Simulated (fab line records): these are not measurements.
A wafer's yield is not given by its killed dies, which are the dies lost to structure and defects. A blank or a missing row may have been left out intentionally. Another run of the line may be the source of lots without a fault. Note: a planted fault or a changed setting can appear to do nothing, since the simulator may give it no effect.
Matching of chambers || flow n5Finfet || 4 sister chambers for N5_BEOL_M14_ETCH_68 on rieDiel-04
The step etches SOC in N2/H2, time 450 s. 4 wafers are shown with their chamber, then 11 later ones without.

WAFERS PAIRED WITH THEIR CHAMBERS
{"wafer": "L082.5", "chamber": 2, "drypumpMotorCurrentA (A)": 5.6}
{"wafer": "L088.1", "chamber": 3, "drypumpMotorCurrentA (A)": 5.5}
{"wafer": "L088.4", "chamber": 1, "drypumpMotorCurrentA (A)": 6.2}
{"wafer": "L094.1", "chamber": 0, "drypumpMotorCurrentA (A)": 6.2}

WAFERS MISSING THEIR CHAMBER
{"wafer": "L094.2", "drypumpMotorCurrentA (A)": 5.5}
{"wafer": "L094.3", "drypumpMotorCurrentA (A)": 6.2}
{"wafer": "L097.1", "drypumpMotorCurrentA (A)": 5.5}
{"wafer": "L097.2", "drypumpMotorCurrentA (A)": 6.2}
{"wafer": "L097.5", "drypumpMotorCurrentA (A)": 6.2}
{"wafer": "L095.4", "drypumpMotorCurrentA (A)": 5.5}
{"wafer": "L095.5", "drypumpMotorCurrentA (A)": 6.2}
{"wafer": "L095.6", "drypumpMotorCurrentA (A)": 6.2}
{"wafer": "L096.2", "drypumpMotorCurrentA (A)": 5.5}
{"wafer": "L096.3", "drypumpMotorCurrentA (A)": 6.3}
{"wafer": "L096.6", "drypumpMotorCurrentA (A)": 5.5}

THE CHAMBER EACH PASSED THROUGH
{"wafer": "L094.2", "from the rows above": 3, "in truth": 3}
{"wafer": "L094.3", "from the rows above": "can't be placed: 0 or 1", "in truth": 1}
{"wafer": "L097.1", "from the rows above": 3, "in truth": 3}
{"wafer": "L097.2", "from the rows above": "can't be placed: 0 or 1", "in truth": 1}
{"wafer": "L097.5", "from the rows above": "can't be placed: 0 or 1", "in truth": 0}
{"wafer": "L095.4", "from the rows above": 3, "in truth": 3}
{"wafer": "L095.5", "from the rows above": "can't be placed: 0 or 1", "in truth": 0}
{"wafer": "L095.6", "from the rows above": "can't be placed: 0 or 1", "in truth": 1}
{"wafer": "L096.2", "from the rows above": 3, "in truth": 3}
{"wafer": "L096.3", "from the rows above": "can't be placed: 0 or 1", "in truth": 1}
{"wafer": "L096.6", "from the rows above": 3, "in truth": 3}
5 of 11 placed correctly. Can't be placed from these rows: 6 (the true chamber is among the candidates in 6). Number placed wrongly: 0.
How it was worked out, from the rows above alone: a wafer's distance from a chamber is the root of the sum, over the readings, of the square of ((its reading less the chamber's mean) divided by the reading's scatter). If the next closest chamber is less than 2 further off than the closest, the wafer can't be placed; otherwise it belongs to the closest. Each chamber's mean is taken over the wafers shown for it. The scatter: with one shown wafer a chamber, the root of the mean of the squares of how far each hidden wafer lies from its nearest shown one.
